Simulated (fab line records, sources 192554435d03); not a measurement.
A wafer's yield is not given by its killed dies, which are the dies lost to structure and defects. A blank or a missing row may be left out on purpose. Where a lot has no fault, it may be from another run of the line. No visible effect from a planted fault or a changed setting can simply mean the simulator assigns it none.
fab line records | flow n5_finfet
record: lots: 6 | wafers: 18 | last_day: 19
route steps=1938 shown BEOL_M14@1750 PASSIVATION@1936
lots that met no fault: taken from a fault-free run of the same line
start_h: start of the lot's first displayed wafer, in hours after the record's first day | wait_h: hours elapsed since this lot's preceding step | " as in the row above | L1.1+2: one row covering several wafers at once | - no value, or no start given | * or withheld: withheld | < > ~ a bound
route shown NAME@n: a module of which the file shows steps, and the number in the route of the first | usual: average and standard deviation across the fault-free wafers | same: alike in all rows | chamber/n: place in a boat | sites: each site's reading | _std_site: how widely they spread, as a standard deviation | _edge_site: inner sites' mean taken away from outer sites' mean | radius_mm: how far each site lies from the wafer's centre | mask NAME#n: copy n | behind: the tool/chamber that last shaped the wafer | hold: cause of the lot's hold/its duration in hours/its outcome | device: which transistor (n, p or np) failed to switch | end of line: tests run on the same wafers once the route is complete | step lacking rows: just its recipe | killed: dies lost to structure and defects at the first sort, not the wafer's yield | map: shows each die of a wafer: x if killed, . if not, _ if none is there
set.NAME: the setting the step ran with; set.NAME@STEP: the setting that earlier step ran with | model.NAME: the simulator's own value behind a step, which no gauge read
lots at some steps of the route; a table a step, a row a wafer
services: when a tool's chamber went out of use (start_h, in hours from the record's first day, below 0 if earlier), for how many hours, and the reason
== steps ==
step: N5_BEOL_M14_ETCH_67
recipe: chemistry: CF4 | target: SiARC | target_depth_a: 1430 | time_s: 238.3 | ion_energy_ev: 80 | pressure_mtorr: 40 | source_w: 545 | bias_w: 36 | Ar_flow_sccm: 100 | cf4_flow_sccm: 100 | ends: cleared
step: N5_BEOL_M14_ETCH_68
recipe: chemistry: N2/H2 | target: SOC | mask_material: SiARC | source_w: 3000 | bias_w: 350 | temp_c: 40 | time_s: 450 | ion_energy_ev: 200 | pressure_mtorr: 30 | n2_flow_sccm: 200 | h2_flow_sccm: 200
step: N5_BEOL_M14_STRIP_69
recipe: chemistry: N2/H2 | temp_c: 40 | n2_flow_sccm: 200 | h2_flow_sccm: 200 | rf_frequency_hz: 6e+07
step: N5_BEOL_M14_TRENCH_ETCH_34
recipe: chemistry: C4F8/O2/Ar | target: SiO2 | target_depth_a: 5566.5 | mask_material: SOC | he_inner_torr: 15 | he_outer_torr: 30 | time_s: 126.9 | ion_energy_ev: 800 | pressure_mtorr: 20 | source_w: 1905 | bias_w: 2040 | Ar_flow_sccm: 400 | C4F8_flow_sccm: 16 | O2_flow_sccm: 12
usual: drypump_motor_current_A: 5.8/0.43 | oes_o_777_au: 0.81/0.094 | oes_product_au: 0.81/0.097 | rf_vpp_V: 2227/14 | showerhead_plenum_p_Torr: 3.43/0.066 | throttle_valve_pct: 30.79/0.22
lot.wafer | tool        | chamber | start_h | wait_h | drypump_motor_current_A | oes_o_777_au | oes_product_au | rf_hours_counter_h | rf_vpp_V | showerhead_plenum_p_Torr | throttle_valve_pct
L944.2    | rie_diel-04 | 1       | 322.53  | 0.0    | 5.4                     | 0.95         | 0.95           | 3                  | 2242     | 3.52                     | 30.59
L944.3    | "           | 0       | "       | "      | 6.0                     | 0.88         | 0.90           | 20                 | 2223     | 3.37                     | 30.54
L944.5    | "           | 0       | "       | "      | 6.0                     | 0.90         | 0.89           | -                  | 2222     | 3.37                     | 30.51
L948.3    | rie_diel-05 | 0       | 344.76  | 0.0    | 6.1                     | 0.70         | 0.69           | 190                | 2214     | 3.42                     | 31.01
L948.4    | "           | 0       | "       | "      | 6.2                     | 0.70         | 0.70           | -                  | 2213     | 3.42                     | 30.99
L948.6    | "           | 3       | "       | "      | 5.5                     | 0.69         | 0.69           | -                  | 2224     | 3.53                     | 30.78
L951.2    | rie_diel-04 | 0       | 351.64  | 0.0    | 6.0                     | 0.86         | 0.88           | 31                 | 2221     | 3.37                     | 30.52
L951.3    | "           | 1       | "       | "      | 5.3                     | 0.91         | 0.92           | 13                 | 2244     | 3.51                     | 30.58
L951.4    | "           | 2       | "       | "      | 6.2                     | 0.72         | 0.69           | 247                | 2225     | 3.38                     | 30.79
L952.1    | rie_diel-04 | 0       | 361.59  | 0.0    | 6.0                     | 0.86         | 0.87           | 35                 | 2220     | 3.36                     | 30.54
L952.2    | "           | 1       | "       | "      | 5.3                     | 0.91         | 0.90           | 17                 | 2245     | 3.51                     | 30.59
L952.4    | "           | 3       | "       | "      | 5.3                     | 0.90         | 0.90           | -                  | 2194     | 3.51                     | 30.96
L954.1    | rie_diel-02 | 3       | 374.36  | 0.0    | 5.8                     | 0.87         | 0.87           | 39                 | 2225     | 3.49                     | 30.76
L954.4    | "           | 0       | "       | "      | 6.2                     | 0.77         | 0.76           | -                  | 2238     | 3.44                     | 30.86
L954.5    | "           | 3       | "       | "      | 5.8                     | 0.88         | 0.88           | -                  | 2227     | 3.49                     | 30.75
L965.3    | rie_diel-05 | 0       | 433.48  | 0.0    | 6.1                     | 0.68         | 0.68           | 226                | 2212     | 3.40                     | 31.02
L965.4    | "           | 2       | "       | "      | 5.7                     | 0.89         | 0.88           | 30                 | 2215     | 3.38                     | 30.51
L965.5    | "           | 3       | "       | "      | 5.5                     | 0.94         | 0.96           | -                  | 2222     | 3.52                     | 30.67
step: N5_BEOL_M14_STRIP_70
recipe: chemistry: C4F8/O2/Ar | resist: SiARC | rf_frequency_hz: 6e+07
step: N5_BEOL_M14_OCD_MEAS_35
usual: trench_depth_nm: 558/8.9
lot.wafer | tool   | chamber | start_h | wait_h | trench_depth_nm
L944.2    | ocd-01 | -       | 322.68  | 0.0    | 556
L944.3    | "      | -       | "       | "      | 572
L944.5    | "      | -       | "       | "      | 569
L948.3    | ocd-02 | -       | 344.91  | 0.0    | 549
L948.4    | "      | -       | "       | "      | 551
L948.6    | "      | -       | "       | "      | 541
L951.2    | ocd-02 | -       | 351.80  | 0.0    | 563
L951.3    | "      | -       | "       | "      | 556
L951.4    | "      | -       | "       | "      | 556
L952.1    | ocd-02 | -       | 361.74  | 0.0    | 563
L952.2    | "      | -       | "       | "      | 549
L952.4    | "      | -       | "       | "      | 565
L954.1    | ocd-01 | -       | 374.51  | 0.0    | 554
L954.4    | "      | -       | "       | "      | 545
L954.5    | "      | -       | "       | "      | 551
L965.3    | ocd-01 | -       | 433.64  | 0.0    | 546
L965.4    | "      | -       | "       | "      | 562
L965.5    | "      | -       | "       | "      | 566
step: N5_BEOL_M14_STRIP_37
recipe: chemistry: O2 | power_w: 600 | temp_c: 60 | pressure_mtorr: 30 | rf_frequency_hz: 6e+07 | bias_power_w: 0 | overash_fraction: 0.3 | o2_flow_sccm: 225
usual: drypump_motor_current_A: 5.8/0.42 | oes_product_au: 0.80/0.1 | rf_vpp_V: 3.7/1 | showerhead_plenum_p_Torr: 2.08/0.04 | throttle_valve_pct: 16.57/0.24
lot.wafer | tool        | chamber | start_h | wait_h | drypump_motor_current_A | oes_product_au | rf_hours_counter_h | rf_vpp_V | showerhead_plenum_p_Torr | throttle_valve_pct
L944.2    | rie_diel-05 | 3       | 323.04  | 0.4    | 5.5                     | 0.71           | 219                | 3.6      | 2.16                     | 16.67
L944.3    | "           | 0       | "       | "      | 6.2                     | 0.71           | 180                | 3.8      | 2.09                     | 16.77
L944.5    | "           | 1       | "       | "      | 6.3                     | 0.81           | -                  | 3.1      | 2.03                     | 16.45
L948.3    | rie_diel-05 | 0       | 347.23  | 2.3    | 6.1                     | 0.69           | 191                | 3.5      | 2.08                     | 16.81
L948.4    | "           | 1       | "       | "      | 6.3                     | 0.80           | -                  | 3.2      | 2.03                     | 16.48
L948.6    | "           | 0       | "       | "      | 6.2                     | 0.71           | -                  | 3.0      | 2.08                     | 16.78
L951.2    | rie_diel-04 | 3       | 353.34  | 1.5    | 5.4                     | 0.91           | 23                 | 3.4      | 2.13                     | 16.48
L951.3    | "           | 2       | "       | "      | 6.2                     | 0.69           | 248                | 2.9      | 2.07                     | 16.85
L951.4    | "           | 1       | "       | "      | 5.3                     | 0.92           | 14                 | 2.9      | 2.14                     | 16.20
L952.1    | rie_diel-04 | 0       | 370.88  | 9.1    | 6.0                     | 0.86           | 39                 | 2.5      | 2.05                     | 16.26
L952.2    | "           | 1       | "       | "      | 5.3                     | 0.90           | 20                 | 2.9      | 2.13                     | 16.24
L952.4    | "           | 3       | "       | "      | 5.4                     | 0.89           | -                  | 3.4      | 2.13                     | 16.47
L954.1    | rie_diel-05 | 1       | 374.57  | 0.1    | 6.3                     | 0.79           | 109                | 5.2      | 2.03                     | 16.51
L954.4    | "           | 0       | "       | "      | 6.1                     | 0.69           | 203                | 2.4      | 2.08                     | 16.79
L954.5    | "           | 3       | "       | "      | 5.5                     | 0.69           | -                  | 1.9      | 2.15                     | 16.74
L965.3    | rie_diel-05 | 1       | 433.78  | 0.1    | 6.3                     | 0.76           | 133                | 4.3      | 2.02                     | 16.56
L965.4    | "           | 3       | "       | "      | 5.5                     | 0.97           | 5                  | 4.1      | 2.14                     | 16.31
L965.5    | "           | 1       | "       | "      | 6.3                     | 0.76           | -                  | 2.8      | 2.02                     | 16.56
step: N5_BEOL_M14_ETCH_38
recipe: chemistry: CF4/N2 | target: SiCN | target_depth_a: 1065 | taper_deg: 2 | time_s: 120.6 | ion_energy_ev: 150 | mask_material: SiO2 | pressure_mtorr: 40 | source_w: 430 | bias_w: 70 | Ar_flow_sccm: 100 | cf4_flow_sccm: 60 | n2_flow_sccm: 60
usual: drypump_motor_current_A: 5.8/0.42 | oes_product_au: 0.80/0.1 | rf_vpp_V: 382.1/1.4 | showerhead_plenum_p_Torr: 2.20/0.044 | throttle_valve_pct: 15.35/0.24
lot.wafer | tool        | chamber | start_h | wait_h | drypump_motor_current_A | oes_product_au | rf_hours_counter_h | rf_vpp_V | showerhead_plenum_p_Torr | throttle_valve_pct
L944.2    | rie_diel-05 | 3       | -       | -      | 5.5                     | 0.71           | 219                | 383.7    | 2.27                     | 15.55
L944.3    | "           | 0       | "       | "      | 6.1                     | 0.72           | 180                | 382.6    | 2.20                     | 15.58
L944.5    | "           | 1       | "       | "      | 6.3                     | 0.80           | -                  | 381.0    | 2.14                     | 15.24
L948.3    | rie_diel-05 | 0       | -       | -      | 6.1                     | 0.70           | 192                | 382.1    | 2.19                     | 15.58
L948.4    | "           | 1       | "       | "      | 6.3                     | 0.79           | -                  | 381.6    | 2.14                     | 15.25
L948.6    | "           | 0       | "       | "      | 6.1                     | 0.70           | -                  | 382.3    | 2.19                     | 15.58
L951.2    | rie_diel-04 | 3       | -       | -      | 5.3                     | 0.92           | 23                 | 384.2    | 2.26                     | 15.28
L951.3    | "           | 2       | "       | "      | 6.2                     | 0.70           | 248                | 379.9    | 2.17                     | 15.58
L951.4    | "           | 1       | "       | "      | 5.3                     | 0.91           | 14                 | 383.8    | 2.25                     | 15.04
L952.1    | rie_diel-04 | 0       | -       | -      | 6.0                     | 0.85           | 39                 | 381.7    | 2.16                     | 15.05
L952.2    | "           | 1       | "       | "      | 5.3                     | 0.90           | 20                 | 383.8    | 2.25                     | 15.07
L952.4    | "           | 3       | "       | "      | 5.3                     | 0.90           | -                  | 383.6    | 2.25                     | 15.30
L954.1    | rie_diel-05 | 1       | -       | -      | 6.3                     | 0.78           | 109                | 380.4    | 2.14                     | 15.26
L954.4    | "           | 0       | "       | "      | 6.1                     | 0.70           | 203                | 381.6    | 2.19                     | 15.62
L954.5    | "           | 3       | "       | "      | 5.5                     | 0.68           | -                  | 383.8    | 2.27                     | 15.57
L965.3    | rie_diel-05 | 1       | -       | -      | 6.3                     | 0.76           | 133                | 380.2    | 2.13                     | 15.32
L965.4    | "           | 3       | "       | "      | 5.5                     | 0.96           | 5                  | 383.6    | 2.26                     | 15.10
L965.5    | "           | 1       | "       | "      | 6.3                     | 0.76           | -                  | 380.5    | 2.13                     | 15.33
step: N5_BEOL_M14_PRECLEAN_39
recipe: chemistry: residue_remover | time_s: 60 | temp_c: 40
step: N5_BEOL_M14_SRD_40
recipe: time_s: 30 | temp_c: 23 | rinse_liquid: diw | dry: n2_spin | spin_rpm: 1500 | dry_time_s: 30
step: N5_BEOL_M14_DEGAS_41
recipe: ambient: vacuum | temp_c: 300 | time_s: 60
usual: heater_power_w: 464/41 | susceptor_temp_C: 300.01/0.19
lot.wafer | tool           | chamber | start_h | wait_h | heater_power_w | susceptor_temp_C
L944.2    | pvd_sputter-01 | -       | 323.83  | 0.6    | 416            | 299.88
L944.3    | "              | -       | "       | "      | 522            | 300.07
L944.5    | "              | -       | "       | "      | 518            | 300.13
L948.3    | pvd_sputter-03 | -       | 347.83  | 0.4    | 504            | 300.25
L948.4    | "              | -       | "       | "      | 412            | 299.91
L948.6    | "              | -       | "       | "      | 490            | 299.78
L951.2    | pvd_sputter-03 | -       | 354.10  | 0.5    | 416            | 300.15
L951.3    | "              | -       | "       | "      | 490            | 299.59
L951.4    | "              | -       | "       | "      | 492            | 300.28
L952.1    | pvd_sputter-03 | -       | 371.42  | 0.3    | 401            | 300.19
L952.2    | "              | -       | "       | "      | 500            | 300.10
L952.4    | "              | -       | "       | "      | 507            | 300.05
L954.1    | pvd_sputter-01 | -       | 375.17  | 0.4    | 528            | 299.73
L954.4    | "              | -       | "       | "      | 522            | 300.25
L954.5    | "              | -       | "       | "      | 520            | 300.08
L965.3    | pvd_sputter-03 | -       | 434.29  | 0.3    | 419            | 299.77
L965.4    | "              | -       | "       | "      | 514            | 300.01
L965.5    | "              | -       | "       | "      | 418            | 299.54
step: N5_BEOL_M14_PRE_CLEAN_42
recipe: gas: H2/He | time_s: 30 | temp_c: 300
step: N5_BEOL_M14_SPUTTER_43
recipe: material: TaN | target_thk_a: 150 | temp_c: 50 | bias_v: 168.6 | power_w: 15000 | chamber_pressure_pa: 0.12 | time_s: 24.19
usual: cathode_dc_power_W: 15000/2.9 | susceptor_temp_C: 49.99/0.12 | throttle_valve_pct: 29.9/1.1
lot.wafer | tool           | chamber | start_h | wait_h | cathode_dc_power_W | susceptor_temp_C | throttle_valve_pct | model.TaN_of_BEOL_M14_SPUTTER_43.thk_nm
L944.2    | pvd_sputter-01 | -       | 323.91  | 0.0    | 15001              | 50.07            | 30.6               | 15
L944.3    | "              | -       | "       | "      | 15000              | 49.91            | 30.5               | 14.8
L944.5    | "              | -       | "       | "      | 15000              | 50.00            | 28.7               | 15
L948.3    | pvd_sputter-03 | -       | 347.91  | 0.0    | 15001              | 49.85            | 29.1               | 15
L948.4    | "              | -       | "       | "      | 14999              | 49.96            | 29.6               | 15
L948.6    | "              | -       | "       | "      | 15000              | 49.83            | 30.5               | 15.2
L951.2    | pvd_sputter-03 | -       | 354.18  | 0.0    | 15876              | 50.01            | 29.6               | 15.8
L951.3    | "              | -       | "       | "      | 15876              | 50.14            | 28.9               | 16
L951.4    | "              | -       | "       | "      | 15868              | 50.26            | 30.6               | 15.8
L952.1    | pvd_sputter-03 | -       | 371.50  | 0.0    | 15870              | 49.86            | 29.7               | 16
L952.2    | "              | -       | "       | "      | 15874              | 50.03            | 30.4               | 16
L952.4    | "              | -       | "       | "      | 15875              | 49.94            | 28.9               | 16
L954.1    | pvd_sputter-01 | -       | 375.25  | 0.0    | 14998              | 50.04            | 28.9               | 15.2
L954.4    | "              | -       | "       | "      | 15005              | 49.95            | 30.6               | 15
L954.5    | "              | -       | "       | "      | 14999              | 50.22            | 28.5               | 15
L965.3    | pvd_sputter-03 | -       | 434.37  | 0.0    | 14998              | 49.80            | 30.9               | 15.4
L965.4    | "              | -       | "       | "      | 15000              | 50.04            | 29.0               | 15.4
L965.5    | "              | -       | "       | "      | 15000              | 49.96            | 30.9               | 15.4
step: N5_BEOL_M14_SPUTTER_44
recipe: material: Ta | target_thk_a: 150 | temp_c: 50 | bias_v: 80 | power_w: 15000 | chamber_pressure_pa: 0.07 | time_s: 24.19
usual: cathode_dc_power_W: 15000/2.8 | susceptor_temp_C: 50.00/0.11 | throttle_valve_pct: 29.9/1.1
lot.wafer | tool           | chamber | start_h | wait_h | cathode_dc_power_W | susceptor_temp_C | throttle_valve_pct
L944.2    | pvd_sputter-01 | -       | 323.99  | 0.0    | 14997              | 50.09            | 30.6
L944.3    | "              | -       | "       | "      | 14995              | 49.97            | 30.6
L944.5    | "              | -       | "       | "      | 14996              | 50.05            | 28.8
L948.3    | pvd_sputter-03 | -       | 347.99  | 0.0    | 14999              | 49.99            | 29.1
L948.4    | "              | -       | "       | "      | 15001              | 50.03            | 29.6
L948.6    | "              | -       | "       | "      | 14999              | 49.88            | 30.8
L951.2    | pvd_sputter-03 | -       | 354.26  | 0.0    | 15001              | 50.09            | 29.4
L951.3    | "              | -       | "       | "      | 14997              | 50.00            | 29.1
L951.4    | "              | -       | "       | "      | 14998              | 50.08            | 30.6
L952.1    | pvd_sputter-03 | -       | 371.58  | 0.0    | 15001              | 49.97            | 29.8
L952.2    | "              | -       | "       | "      | 15000              | 50.03            | 30.7
L952.4    | "              | -       | "       | "      | 15001              | 50.06            | 29.2
L954.1    | pvd_sputter-01 | -       | 375.33  | 0.0    | 14999              | 49.98            | 28.9
L954.4    | "              | -       | "       | "      | 15004              | 49.96            | 30.1
L954.5    | "              | -       | "       | "      | 15003              | 49.99            | 28.6
L965.3    | pvd_sputter-03 | -       | 434.45  | 0.0    | 14999              | 49.93            | 31.2
L965.4    | "              | -       | "       | "      | 14994              | 50.08            | 29.1
L965.5    | "              | -       | "       | "      | 14997              | 49.93            | 30.9
step: N5_PASSIVATION_PROBE_49
usual: defect_limited_yield: 90.8/1.7 | killed_at_M0_to_M3: 37/12 | killed_at_M4_up: 15/5.6 | killed_at_contacts: 13/6.9 | killed_at_front_end: 40/11 | killed_at_other: 4/3.2 | killed_dies: 109/20 | killed_open: 73/15 | killed_short: 35/8.3 | sort_bin_5_function: 5.4/1.1 | sort_bin_6_memory: 3.5/0.73 | sort_n_pass: 1071/20 | sort_yield_pct: 90.8/1.7
same: gross_dies: 1180 | killed_at_back_side: 0 | sort_bin_4_leakage[%]: 0 | sort_bin_8_speed[%]: 0
lot.wafer | tool      | chamber | start_h | wait_h | defect_limited_yield[%] | killed_at_M0_to_M3 | killed_at_M4_up | killed_at_contacts | killed_at_front_end | killed_at_other | killed_dies | killed_open | killed_short | sort_bin_5_function[%] | sort_bin_6_memory[%] | sort_n_pass | sort_yield_pct[%]
L948.3    | prober-02 | -       | 376.44  | 0.1    | 92.2                    | 33                 | 17              | 6                  | 30                  | 6               | 92          | 64          | 24           | 4.3                    | 3.3                  | 1088        | 92.2
L948.4    | prober-02 | -       | 376.49  | 0.2    | 87.6                    | 33                 | 23              | 29                 | 58                  | 3               | 146         | 109         | 36           | 7.9                    | 4.5                  | 1034        | 87.6
L948.6    | prober-02 | -       | 376.59  | 0.3    | 89.7                    | 51                 | 10              | 9                  | 49                  | 3               | 122         | 86          | 34           | 6.4                    | 3.6                  | 1058        | 89.7
L951.2    | prober-01 | -       | 380.79  | 0.1    | 87.8                    | 61                 | 13              | 8                  | 62                  | 0               | 144         | 83          | 51           | 7.1                    | 4.0                  | 1036        | 87.8
L951.3    | prober-01 | -       | 380.84  | 0.1    | 90.4                    | 48                 | 14              | 7                  | 44                  | 0               | 113         | 82          | 30           | 5.9                    | 3.3                  | 1067        | 90.4
L951.4    | prober-01 | -       | 380.89  | 0.2    | 91.3                    | 37                 | 15              | 11                 | 40                  | 0               | 103         | 69          | 33           | 5.8                    | 3.0                  | 1077        | 91.3
L952.1    | prober-01 | -       | 397.98  | 0.0    | 88.3                    | 49                 | 11              | 20                 | 51                  | 7               | 138         | 89          | 49           | 6.3                    | 5.2                  | 1042        | 88.3
L952.2    | prober-01 | -       | 398.03  | 0.1    | 90.2                    | 57                 | 5               | 22                 | 31                  | 1               | 116         | 83          | 33           | 6.2                    | 3.3                  | 1064        | 90.2
L952.4    | prober-01 | -       | 398.13  | 0.2    | 89.3                    | 70                 | 11              | 6                  | 36                  | 3               | 126         | 80          | 45           | 6.2                    | 4.2                  | 1054        | 89.3
L954.1    | prober-02 | -       | 403.09  | 0.0    | 93.0                    | 19                 | 8               | 13                 | 39                  | 4               | 83          | 57          | 26           | 3.6                    | 3.3                  | 1097        | 93.0
L954.4    | prober-02 | -       | 403.24  | 0.2    | 93.7                    | 14                 | 11              | 9                  | 39                  | 1               | 74          | 45          | 27           | 3.6                    | 2.2                  | 1106        | 93.7
L954.5    | prober-02 | -       | 403.29  | 0.2    | 93.3                    | 20                 | 16              | 4                  | 37                  | 2               | 79          | 61          | 14           | 3.7                    | 2.9                  | 1101        | 93.3
L965.3    | prober-02 | -       | 454.35  | 0.1    | 91.9                    | 24                 | 17              | 15                 | 38                  | 2               | 96          | 57          | 37           | 4.2                    | 3.6                  | 1084        | 91.9
L965.4    | prober-02 | -       | 454.40  | 0.2    | 87.1                    | 33                 | 29              | 13                 | 66                  | 11              | 152         | 112         | 39           | 7.9                    | 4.8                  | 1028        | 87.1
L965.5    | prober-02 | -       | 454.45  | 0.2    | 86.9                    | 47                 | 8               | 20                 | 72                  | 8               | 155         | 103         | 52           | 7.8                    | 4.8                  | 1025        | 86.9
killed by level:class
L948.3 STI_FIN_REVEAL:geometric_particle:open=10 FIN_SAQP:geometric_particle:short=7 BEOL_M2:geometric_particle:open=6 FIN_SAQP:geometric_particle:open=5 BEOL_M0_SAQP:geometric_particle:open=5 BEOL_M1:geometric_particle:open=5 BEOL_M4:geometric_particle:open=5 MOL_CONTACT_COAG:geometric_particle:open=4
L948.4 FIN_SAQP:geometric_particle:open=20 MOL_CONTACT_COAG:geometric_particle:open=20 STI_FIN_REVEAL:geometric_particle:open=14 FIN_SAQP:geometric_particle:short=9 MOL_CONTACT_COAG:geometric_particle:short=9 BEOL_M2:geometric_particle:open=8 BEOL_M5:geometric_particle:open=7 BEOL_M1:geometric_particle:open=7
L948.6 FIN_SAQP:geometric_particle:open=11 STI_FIN_REVEAL:geometric_particle:open=11 FIN_SAQP:geometric_particle:short=10 BEOL_M0_SAQP:geometric_particle:open=10 BEOL_M2:geometric_particle:open=10 BEOL_M1:geometric_particle:open=9 BEOL_M3:geometric_particle:open=9 MOL_CONTACT_COAG:geometric_particle:open=7
L951.2 BEOL_M0_SAQP:geometric_particle:short=14 STI_FIN_REVEAL:geometric_particle:open=13 FIN_SAQP:geometric_particle:open=11 FIN_SAQP:geometric_particle:short=11 BEOL_M0_SAQP:geometric_particle:open=10 BEOL_M2:geometric_particle:open=10 MOL_CONTACT_COAG:geometric_particle:open=8 BEOL_M4:geometric_particle:open=8
L951.3 STI_FIN_REVEAL:geometric_particle:open=12 BEOL_M0_SAQP:geometric_particle:open=11 BEOL_M1:geometric_particle:open=8 MOL_CONTACT_COAG:geometric_particle:open=7 BEOL_M2:geometric_particle:open=6 BEOL_M3:geometric_particle:open=6 STARTING-WAFER:geometric_particle:open=6 FIN_SAQP:geometric_particle:open=5
L951.4 FIN_SAQP:geometric_particle:short=11 BEOL_M4:geometric_particle:open=10 BEOL_M0_SAQP:geometric_particle:short=10 MOL_CONTACT_COAG:geometric_particle:open=9 STI_FIN_REVEAL:geometric_particle:open=8 BEOL_M3:geometric_particle:open=8 BEOL_M0_SAQP:geometric_particle:open=6 BEOL_M2:geometric_particle:open=6
L952.1 MOL_CONTACT_COAG:geometric_particle:open=16 BEOL_M2:geometric_particle:open=14 BEOL_M0_SAQP:geometric_particle:open=13 FIN_SAQP:geometric_particle:short=12 STI_FIN_REVEAL:geometric_particle:open=10 FIN_SAQP:geometric_particle:open=8 BEOL_M3:geometric_particle:open=7 BEOL_M0_SAQP:geometric_particle:short=6
L952.2 MOL_CONTACT_COAG:geometric_particle:open=16 BEOL_M3:geometric_particle:open=16 BEOL_M2:geometric_particle:open=14 BEOL_M0_SAQP:geometric_particle:short=8 FIN_SAQP:geometric_particle:open=7 MOL_CONTACT_COAG:geometric_particle:short=6 BEOL_M0:geometric_particle:open=5 BEOL_M2:geometric_particle:short=5
L952.4 BEOL_M3:geometric_particle:open=21 STI_FIN_REVEAL:geometric_particle:open=13 BEOL_M2:geometric_particle:open=12 BEOL_M0_SAQP:geometric_particle:short=11 BEOL_M0_SAQP:geometric_particle:open=11 STI_FIN_REVEAL:geometric_particle:short=7 BEOL_M3:geometric_particle:short=6 GATE_CUT:geometric_particle:short=4
L954.1 MOL_CONTACT_COAG:geometric_particle:open=10 DUMMY_GATE:geometric_particle:open=9 STI_FIN_REVEAL:geometric_particle:open=7 FIN_SAQP:geometric_particle:open=6 BEOL_M0_SAQP:geometric_particle:open=5 BEOL_M2:geometric_particle:open=5 BEOL_M1:geometric_particle:open=4 STI_FIN_REVEAL:geometric_particle:short=3
L954.4 STI_FIN_REVEAL:geometric_particle:open=9 MOL_CONTACT_COAG:geometric_particle:open=8 ILD0:geometric_particle:open=7 DUMMY_GATE:geometric_particle:open=6 BEOL_M0_SAQP:geometric_particle:short=6 FIN_SAQP:geometric_particle:short=4 BEOL_M4:geometric_particle:open=3 ILD0:geometric_particle:short=3
L954.5 STI_FIN_REVEAL:geometric_particle:open=17 BEOL_M1:geometric_particle:open=6 BEOL_M8:geometric_particle:open=6 BEOL_M2:geometric_particle:open=5 BEOL_M4:geometric_particle:open=5 DUMMY_GATE:geometric_particle:open=4 MOL_CONTACT_COAG:geometric_particle:open=4 FIN_SAQP:geometric_particle:open=3
L965.3 MOL_CONTACT_COAG:geometric_particle:open=12 STI_FIN_REVEAL:geometric_particle:open=9 BEOL_M0_SAQP:geometric_particle:short=8 FIN_SAQP:geometric_particle:short=7 BEOL_M4:geometric_particle:open=6 BEOL_M2:geometric_particle:open=5 BEOL_M0_SAQP:geometric_particle:open=5 FIN_SAQP:geometric_particle:open=4
L965.4 STI_FIN_REVEAL:geometric_particle:open=22 FIN_SAQP:geometric_particle:open=17 BEOL_M4:geometric_particle:open=15 MOL_CONTACT_COAG:geometric_particle:open=10 BEOL_M0_SAQP:geometric_particle:short=9 DUMMY_GATE:geometric_particle:open=8 BEOL_M2:geometric_particle:open=7 STI_FIN_REVEAL:geometric_particle:short=5
L965.5 STI_FIN_REVEAL:geometric_particle:open=26 MOL_CONTACT_COAG:geometric_particle:open=16 BEOL_M0_SAQP:geometric_particle:open=13 BEOL_M0_SAQP:geometric_particle:short=11 BEOL_M2:geometric_particle:open=11 FIN_SAQP:geometric_particle:short=10 FIN_SAQP:geometric_particle:open=7 STI_FIN_REVEAL:geometric_particle:short=7
== services ==
tool           | chamber | start_h | hours | kind
rie_diel-05    | 1       | 302.74  | 4.3   | repair
rie_diel-02    | 2       | 303.28  | 3.9   | repair
rie_diel-05    | 2       | 328.20  | -     | clean
rie_diel-05    | 2       | 328.20  | -     | consumable_replace:focus_ring
rie_diel-05    | 2       | 328.20  | 26.1  | scheduled_down
rie_diel-05    | 2       | 328.20  | 26.1  | vent_cycle
rie_diel-04    | 2       | 360.94  | -     | clean
rie_diel-04    | 2       | 360.94  | -     | consumable_replace:focus_ring
rie_diel-04    | 2       | 360.94  | 16.2  | scheduled_down
rie_diel-04    | 2       | 360.94  | 16.2  | vent_cycle
rie_diel-02    | 2       | 364.20  | 19.8  | repair
rie_diel-02    | 1       | 387.70  | 4.1   | repair
rie_diel-02    | 1       | 391.96  | -     | clean
rie_diel-02    | 1       | 391.96  | -     | consumable_replace:focus_ring
rie_diel-02    | 1       | 391.96  | 27.9  | scheduled_down
rie_diel-02    | 1       | 391.96  | 27.9  | vent_cycle
rie_diel-04    | 3       | 393.95  | 5.8   | repair
rie_diel-05    | 3       | 400.28  | -     | clean
rie_diel-05    | 3       | 400.28  | -     | consumable_replace:focus_ring
rie_diel-05    | 3       | 400.28  | 20.2  | scheduled_down
rie_diel-05    | 3       | 400.28  | 20.2  | vent_cycle
rie_diel-04    | 0       | 402.36  | 3.0   | repair
pvd_sputter-03 | -       | 415.65  | 1.7   | repair
rie_diel-02    | -       | 419.96  | 0.5   | repair
== key ==
first_sign: step: N5_BEOL_M14_SPUTTER_43 | reading: cathode_dc_power_W | direction: up | sigmas: 99+ | usual: * | struck: *
effect none on later readings
model_effect: step: N5_BEOL_M14_SPUTTER_43 | value: TaN_of_BEOL_M14_SPUTTER_43.thk_nm | without: 15.07 | struck: 15.93
met_at N5_BEOL_M14_SPUTTER_43
struck_wafers L951.2,L951.3,L951.4,L952.1,L952.2,L952.4
onset_between 347.91 354.18
fault: kind: process_parameter_drift | tool: pvd_sputter-03 | chamber: - | onset_h: 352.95 | steps: N5_BEOL_M14_SPUTTER_43 | channel: power_w | offset: * | shape: step | end_h: 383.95 | acts_in: * | stated: *
